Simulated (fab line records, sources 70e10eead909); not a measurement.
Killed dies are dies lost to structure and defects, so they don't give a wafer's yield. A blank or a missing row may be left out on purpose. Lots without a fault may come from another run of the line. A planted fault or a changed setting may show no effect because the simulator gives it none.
fab line records | flow nand_harc
record lots=12 wafers=36 last_day=24
route steps=1159 shown P_CONTACT@248 A_M1@1052 A_BONDPAD@1080 THIN_TSV@1124 END@1159
lots that met no fault: from a run of the same line without faults
start_h: hours from the record's first day to the start of the lot's first wafer shown | wait_h: hours since the lot's step before | " the same as in the row above | L1.1+2: a row that stands for several wafers | - no value, or no start given | * or withheld: withheld | < > ~ a bound
route shown NAME@n: a module of which the file shows steps, and the number in the route of the first | usual: mean/standard deviation of fault-free wafers | same: alike in all rows | chamber/n: place in a boat | sites: the reading at each site | _std_site: their standard deviation | _edge_site: outer sites' mean less inner sites' | radius_mm: how far each site lies from the wafer's centre | mask NAME#n: copy n | behind: the tool/chamber that last shaped the wafer | hold: why the lot was held/for how many hours/how that ended | device: the transistor (n, p or np) that didn't switch | end of line: the same wafers' tests at the end of the route | a step without rows: its recipe alone | killed: dies lost to structure and defects at the first sort, not the wafer's yield | map: a wafer's dies, x killed, . not, _ none there
set.NAME: the setting as run; set.NAME@STEP: as run at that earlier step | model.NAME: the simulator's own value behind a step, which no gauge read
steps of the route over a sample of lots; a table a step, a row a wafer
services: from which hour (start_h, from the record's first day; less than 0 if before it) a tool's chamber was out of use, for how many hours, and why
## steps
# step NHARC_P_CONTACT_CVD_23
# recipe target_thk_a=2000 temp_c=300 pressure_torr=40 wf6_flow_sccm=40 h2_flow_sccm=1600 ar_flow_sccm=1560 time_s=557 material=W
# usual heater_power_w=461/42 mfc_wf6_sccm=39.98/0.12 throttle_valve_pct=7.97/0.22
# columns lot.wafer tool chamber start_h wait_h heater_power_w mfc_wf6_sccm throttle_valve_pct
L697.3 cvd_w-02 1 125.42 - 498 39.99 7.75
L697.4 " 0 " " 520 40.16 8.42
L697.6 " 0 " " 530 39.90 8.05
L698.2 cvd_w-01 0 130.17 - 402 40.07 7.98
L698.4 " 0 " " 403 40.02 7.62
L698.5 " 1 " " 445 39.81 7.78
L700.3 cvd_w-01 1 132.11 - 446 40.03 7.87
L700.4 " 0 " " 401 40.01 7.69
L700.5 " 1 " " 445 39.81 7.93
L699.1 cvd_w-02 0 132.63 - 511 39.85 8.26
L699.2 " 1 " " 485 40.10 7.66
L699.4 " 1 " " 488 40.01 7.98
L701.1 cvd_w-01 1 152.77 - 445 40.03 7.80
L701.5 " 0 " " 398 40.15 7.91
L701.6 " 1 " " 459 40.11 8.03
L702.3 cvd_w-01 1 153.39 - 456 40.10 7.97
L702.4 " 0 " " 407 39.97 7.70
L702.5 " 1 " " 448 40.04 7.75
L704.3 cvd_w-01 0 173.29 - 400 40.03 8.06
L704.4 " 1 " " 437 39.76 7.92
L704.6 " 0 " " 406 40.07 7.68
L710.1 cvd_w-01 1 203.29 - 452 40.08 8.15
L710.4 " 0 " " 409 39.82 8.04
L710.5 " 0 " " 413 39.82 7.77
L709.2 cvd_w-01 1 203.91 - 454 39.91 7.71
L709.6 " 0 " " 407 39.93 7.54
L709.5 " 1 " " 461 39.79 7.99
L712.2 cvd_w-01 1 216.09 - 441 40.09 7.90
L712.1 " 0 " " 409 39.95 7.80
L712.6 " 0 " " 410 39.82 7.65
L715.1 cvd_w-02 0 228.08 - 503 39.96 8.31
L715.2 " 1 " " 498 39.95 8.02
L715.6 " 1 " " 482 39.77 8.12
L719.1 cvd_w-02 1 247.35 - 478 40.00 7.86
L719.2 " 0 " " 523 39.93 8.32
L719.4 " 0 " " 505 40.00 8.14
# step NHARC_A_M1_CMP_23
# recipe t_overpolish_s=20 target_thk_nm=154.34
# usual motor_current_A=12.1/1.4 slurry_filter_dp_kPa=13.50/0.14 time_to_endpoint_s=29.7/1.8
# columns lot.wafer tool chamber start_h wait_h motor_current_A slurry_filter_dp_kPa time_to_endpoint_s
L697.4 cmp-03 0 415.67 - 13.8 13.40 30.2
L697.3 " 1 " " 11.8 13.54 28.9
L697.6 " 3 " " 11.4 13.29 29.8
L698.4 cmp-04 0 426.80 - 14.1 13.57 29.0
L698.2 " 2 " " 13.1 13.23 27.5
L698.5 " 1 " " 9.7 13.65 29.0
L700.4 cmp-03 2 426.98 - 11.2 13.43 30.9
L700.3 " 0 " " 13.9 13.34 31.7
L700.5 " 2 " " 10.1 13.43 28.0
L699.2 cmp-03 0 436.16 - 14.1 13.39 31.1
L699.1 " 1 " " 12.3 13.74 29.4
L699.4 " 3 " " 10.5 13.57 31.8
L702.3 cmp-04 1 441.11 - 9.8 13.51 32.1
L702.4 " 2 " " 13.3 13.33 28.1
L702.5 " 3 " " 11.2 13.56 29.7
L701.1 cmp-04 3 445.65 - 12.0 13.34 27.5
L701.6 " 3 " " 12.2 13.74 31.5
L701.5 " 0 " " 15.8 13.12 26.1
L704.4 cmp-03 1 462.95 - 12.3 13.67 27.4
L704.3 " 0 " " 14.8 13.62 29.8
L704.6 " 1 " " 12.0 13.36 27.7
L709.2 cmp-04 1 481.95 - 9.8 13.54 28.1
L709.5 " 2 " " 12.5 13.47 24.3
L709.6 " 3 " " 11.6 13.47 27.3
L710.4 cmp-04 2 482.66 - 13.2 13.17 27.5
L710.1 " 0 " " 14.3 13.44 30.3
L710.5 " 1 " " 9.6 13.49 29.0
L712.1 cmp-02 2 499.63 - 11.0 13.47 29.0
L712.2 " 0 " " 12.3 13.63 29.6
L712.6 " 2 " " 11.0 13.39 28.2
L715.2 cmp-04 3 528.28 - 12.3 13.50 31.1
L715.1 " 2 " " 13.2 13.48 29.0
L715.6 " 0 " " 14.2 13.58 30.7
L719.2 cmp-03 2 537.94 - 11.6 13.42 28.5
L719.1 " 3 " " 11.3 13.61 29.8
L719.4 " 1 " " 12.1 13.51 25.9
# step NHARC_A_BONDPAD_ETCH_24
# recipe target_depth_a=300 over_etch_frac=0.3 time_s=72.99 ion_energy_ev=150 cf4_flow_sccm=50 n2_flow_sccm=100 ar_flow_sccm=150 rf_w=300 bias_w=100 chemistry=CF4/N2
# usual drypump_motor_current_A=5.9/0.38 oes_product_au=1.003/0.0067 rf_fwd_power_W=297.7/0.97 rf_vpp_V=313.8/2.1 showerhead_plenum_p_Torr=2.60/0.12 throttle_valve_pct=19.795/0.0094
# columns lot.wafer tool chamber start_h wait_h drypump_motor_current_A oes_product_au rf_fwd_power_W rf_hours_counter_h rf_vpp_V showerhead_plenum_p_Torr throttle_valve_pct
L697.4 rie_diel-08 0 - - 6.0 1.009 298.7 36 314.1 2.70 19.799
L697.3 " 1 " " 5.7 1.005 295.9 40 314.0 2.60 19.812
L697.6 " 3 " " 4.8 1.003 297.2 - 311.0 2.47 19.801
L698.4 rie_diel-03 3 - - 6.5 1.003 296.5 7 314.8 2.59 19.790
L698.2 " 2 " " 6.2 1.000 298.4 7 310.7 2.46 19.792
L698.5 " 0 " " 6.0 1.002 298.3 - 314.0 2.60 19.792
L700.3 rie_diel-03 2 - - 6.2 1.005 297.5 7 311.4 2.46 19.795
L700.4 " 1 " " 5.7 1.009 295.8 8 315.6 2.74 19.799
L700.5 " 3 " " 6.5 0.987 296.8 - 315.0 2.59 19.786
L699.1 rie_diel-08 1 - - 5.8 1.001 295.4 47 312.8 2.60 19.802
L699.2 " 2 " " 5.7 1.001 298.3 48 311.6 2.44 19.802
L699.4 " 0 " " 6.0 0.995 296.9 44 314.6 2.70 19.774
L702.4 rie_diel-04 3 - - 5.8 0.997 297.6 6 317.0 2.78 19.800
L702.3 " 1 " " 5.7 1.004 297.2 6 315.4 2.61 19.803
L702.5 " 3 " " 5.8 0.991 297.1 - 316.6 2.78 19.803
L701.1 rie_diel-04 1 - - 5.7 1.013 296.0 6 314.0 2.61 19.784
L701.5 " 0 " " 6.2 1.005 297.7 - 310.3 2.46 19.793
L701.6 " 1 " " 5.7 1.003 297.6 - 314.3 2.61 19.785
L704.4 rie_diel-03 1 - - 5.7 1.001 297.9 16 315.4 2.73 19.788
L704.3 " 3 " " 6.6 0.993 296.7 15 314.4 2.59 19.795
L704.6 " 1 " " 5.7 1.007 298.2 - 316.3 2.73 19.802
L709.2 rie_diel-03 1 - - 5.7 0.999 298.2 18 314.7 2.73 19.789
L709.6 " 1 " " 5.7 1.010 296.8 - 316.9 2.73 19.814
L709.5 " 2 " " 6.2 1.006 297.8 - 310.0 2.45 19.802
L710.1 rie_diel-04 3 - - 5.8 0.992 298.1 0 318.4 2.78 19.778
L710.4 " 0 " " 6.2 0.999 298.0 0 313.1 2.46 19.779
L710.5 " 2 " " 6.2 0.995 299.3 - 313.8 2.60 19.787
L712.2 rie_diel-04 2 - - 6.2 1.001 297.8 1 313.2 2.60 19.780
L712.1 " 3 " " 5.9 1.000 298.0 1 316.1 2.78 19.785
L712.6 " 1 " " 5.7 1.006 297.6 - 315.1 2.61 19.796
L715.2 rie_diel-08 2 - - 5.7 0.998 297.7 18 317.9 2.83 19.794
L715.1 " 0 " " 6.0 0.993 297.2 18 315.9 2.68 19.802
L715.6 " 3 " " 4.8 1.001 295.9 - 311.3 2.46 19.798
L719.1 rie_diel-08 0 - - 6.0 0.997 299.0 20 314.1 2.68 19.792
L719.4 " 1 " " 5.8 1.019 296.9 22 314.3 2.58 19.792
L719.2 " 3 " " 4.8 1.009 298.8 19 310.3 2.45 19.785
# step NHARC_THIN_TSV_DEP_47
# recipe target_thk_a=2000 temp_c=withheld pressure_torr=6.5 rf_w=900 teos_flow_sccm=161.4 flow_sccm=2650 target_thk_nm=200 gas=O2 material=SiO2
# usual rf_fwd_power_W=898.4/2.5 showerhead_vpp_V=1903/81 throttle_valve_pct=16.1/0.48
# columns lot.wafer tool chamber start_h wait_h rf_fwd_power_W showerhead_vpp_V throttle_valve_pct
L697.3 pecvd-01 1 439.88 - 900.7 1812 16.4
L697.4 " 1 " " 897.0 1826 16.6
L697.6 " 2 " " 898.8 1962 15.3
L698.2 pecvd-01 0 449.54 - 900.5 1971 16.1
L698.5 " 2 " " 897.8 1912 15.4
L698.4 " 1 " " 901.2 1810 16.4
L700.3 pecvd-02 1 450.36 - 897.1 1976 15.6
L700.4 " 0 " " 901.5 1928 16.1
L700.5 " 1 " " 897.8 2022 15.9
L699.2 pecvd-03 2 456.77 - 895.7 1879 16.5
L699.1 " 0 " " 900.0 1768 16.5
L699.4 " 1 " " 903.2 1792 16.4
L702.3 pecvd-02 1 463.51 - 902.3 2021 15.8
L702.4 " 2 " " 900.4 1951 16.3
L702.5 " 0 " " 898.2 1900 16.2
L701.1 pecvd-02 2 466.22 - 895.9 1939 16.6
L701.5 " 2 " " 895.8 1925 16.4
L701.6 " 1 " " 896.2 1993 15.9
L704.3 pecvd-01 1 484.94 - 898.8 1814 16.5
L704.4 " 2 " " 895.6 1941 15.2
L704.6 " 0 " " 895.6 1970 16.1
L709.2 pecvd-01 2 501.54 - 898.8 1977 15.4
L709.5 " 1 " " 895.7 1799 16.6
L709.6 " 2 " " 898.4 1962 15.2
L710.1 pecvd-01 1 502.88 - 900.8 1840 16.8
L710.4 " 2 " " 899.6 1923 15.3
L710.5 " 1 " " 899.5 1788 16.7
L712.2 pecvd-03 2 522.60 - 895.3 1904 16.0
L712.1 " 1 " " 904.2 1819 16.0
L712.6 " 1 " " 903.1 1830 15.8
L715.1 pecvd-02 2 548.24 - 895.9 1956 16.2
L715.2 " 1 " " 899.3 1981 15.5
L715.6 " 1 " " 899.0 2034 15.8
L719.2 pecvd-03 0 559.42 - 900.5 1774 16.0
L719.1 " 1 " " 899.0 1780 15.8
L719.4 " 0 " " 900.1 1780 15.8
# step NHARC_END_SORT_01
# recipe temp_c=25
# usual killed_at_array=27/11 killed_at_other=0.8/1.4 killed_at_periphery=3.3/2 killed_dies=31/11 killed_open=3.4/1.8 killed_short=2.1/1.3
# same gross_dies=677
# columns lot.wafer tool chamber start_h wait_h killed_at_array killed_at_other killed_at_periphery killed_dies killed_open killed_short
L710.1 prober-01 0 515.94 2.5 32 0 2 34 2 0
L710.4 prober-01 0 518.38 3.5 44 0 26 70 4 4
L710.5 prober-01 0 519.19 3.8 45 1 18 64 1 2
L709.2 prober-02 0 521.00 2.8 14 1 4 19 3 5
L709.5 prober-02 0 523.42 3.7 20 0 0 20 3 3
L709.6 prober-02 0 524.23 4.0 14 0 25 39 6 4
L712.1 prober-01 0 538.35 2.5 10 0 29 39 3 1
L712.2 prober-01 0 539.15 2.8 9 0 6 15 1 1
L712.6 prober-01 0 542.34 4.0 19 0 27 46 5 1
# killed by level:class
L710.1 A_CHANNEL_HOLE_D1:chamber_film_flake=19 A_SLIT:chamber_film_flake=6 A_CONTACT:chamber_film_flake=3 P_M0:geometric_particle:open=2 A_BONDPAD:chamber_film_flake=2 A_STAIRCASE:chamber_film_flake=1 A_WL_FILL:chamber_film_flake=1
L710.4 P_CONTACT:unspecified=24 A_CHANNEL_HOLE_D1:chamber_film_flake=20 A_SLIT:chamber_film_flake=12 A_CONTACT:chamber_film_flake=5 A_ONON_D1:geometric_particle:open=2 A_ONON_D1:geometric_particle:short=2 P_GATE:geometric_particle:open=1 P_M0:geometric_particle:short=1
L710.5 A_CHANNEL_HOLE_D1:chamber_film_flake=21 P_CONTACT:unspecified=18 A_SLIT:chamber_film_flake=15 A_CONTACT:chamber_film_flake=4 A_SGD_CUT:geometric_particle:short=1 A_CONTACT:geometric_particle:open=1 A_M1:geometric_particle:short=1 A_CHANNEL_FILL_D1:chamber_film_flake=1
L709.2 A_CHANNEL_HOLE_D1:chamber_film_flake=3 A_CONTACT:chamber_film_flake=3 P_ZERO_WELL:chamber_film_flake=2 A_CHANNEL_FILL_D1:chamber_film_flake=2 P_STI:geometric_particle:short=1 P_GATE:geometric_particle:open=1 A_CHANNEL_FILL_D1:geometric_particle:open=1 A_CHANNEL_FILL_D1:geometric_particle:short=1
L709.5 A_CHANNEL_HOLE_D1:chamber_film_flake=5 A_CONTACT:chamber_film_flake=3 A_STAIRCASE:chamber_film_flake=2 A_WL_FILL:chamber_film_flake=2 A_ONON_D1:geometric_particle:open=1 A_CHANNEL_FILL_D1:geometric_particle:short=1 A_WL_FILL:geometric_particle:short=1 A_WL_FILL:geometric_particle:open=1
L709.6 P_CONTACT:unspecified=21 A_CONTACT:chamber_film_flake=3 A_CONTACT:geometric_particle:open=2 A_M0:geometric_particle:short=2 A_CHANNEL_HOLE_D1:chamber_film_flake=2 A_CHANNEL_FILL_D1:chamber_film_flake=2 P_STI:geometric_particle:short=1 P_GATE:geometric_particle:open=1
L712.1 P_CONTACT:unspecified=25 A_CHANNEL_HOLE_D1:chamber_film_flake=4 A_CONTACT:chamber_film_flake=4 P_ZERO_WELL:chamber_film_flake=2 P_GATE:geometric_particle:short=1 P_M0:geometric_particle:open=1 A_CHANNEL_FILL_D1:geometric_particle:open=1 A_M0:geometric_particle:open=1
L712.2 P_ZERO_WELL:chamber_film_flake=4 A_CHANNEL_HOLE_D1:chamber_film_flake=3 A_STAIRCASE:chamber_film_flake=3 A_CHANNEL_HOLE_D1:geometric_particle:short=1 A_CHANNEL_FILL_D1:geometric_particle:open=1 P_GATE:chamber_film_flake=1 P_CONTACT:chamber_film_flake=1 A_CONTACT:chamber_film_flake=1
L712.6 P_CONTACT:unspecified=19 A_CHANNEL_HOLE_D1:chamber_film_flake=6 A_CONTACT:chamber_film_flake=6 P_ZERO_WELL:chamber_film_flake=3 A_CONTACT:geometric_particle:open=2 A_STAIRCASE:chamber_film_flake=2 P_M0:geometric_particle:open=1 P_M1:geometric_particle:open=1
## services
# columns tool chamber start_h hours kind
cmp-04 - 106.98 4.0 pm
cvd_w-01 - 114.28 13.0 pm
cmp-03 - 157.17 4.0 pm
cvd_w-01 - 159.83 0.6 repair
cmp-04 - 197.43 1.3 repair
cmp-04 - 204.98 4.0 pm
cmp-03 - 218.23 0.4 repair
pecvd-01 - 226.58 0.4 repair
cmp-04 - 227.00 1.6 repair
cmp-04 - 235.24 0.9 repair
pecvd-01 - 237.00 13.0 pm
cvd_w-01 0 240.10 9.3 repair
cmp-03 - 255.17 4.0 pm
cmp-04 - 287.54 0.8 repair
cvd_w-01 - 296.98 13.0 pm
cmp-04 - 303.00 4.0 pm
cmp-04 - 311.21 20.2 repair
cmp-04 - 347.18 2.8 repair
cmp-04 - 377.08 0.2 repair
cmp-04 - 398.44 1.2 repair
cmp-04 - 401.00 4.0 pm
cvd_w-01 - 479.64 13.0 pm
cmp-04 - 499.00 4.0 pm
cmp-04 - 552.62 1.4 repair
## key
first_sign step=NHARC_END_SORT_01 reading=killed_at_periphery direction=up sigmas=11 usual=3.3 struck=25
effect step=NHARC_END_SORT_01 reading=killed_dies direction=up sigmas=1.9 usual=31 struck=52 wafers_moved=2
more_kills_born_at NHARC_P_CONTACT_CVD_23@cvd_w-01=107
met_at NHARC_P_CONTACT_CVD_23
struck_lots L709,L710,L712
struck_wafers L709.6,L710.4,L710.5,L712.1,L712.6
tester_left_out L709,L710,L712
not_acting_at NHARC_A_M1_CMP_23,NHARC_A_BONDPAD_ETCH_24,NHARC_THIN_TSV_DEP_47
onset_between 173.29 203.29
fault kind=chamber_particle_source tool=cvd_w-01 chamber=0 onset_h=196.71 steps=NHARC_P_CONTACT_CVD_23 rate_per_visit_cm2=0.06877 end_h=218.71
# tester_left_out: of these lots the tester's yield and bins aren't shown, on N5 and GAA mostly nor the transistor test; their killed dies are dies lost to structure and defects alone, not to doping, threshold or leakage, so they don't give the yield
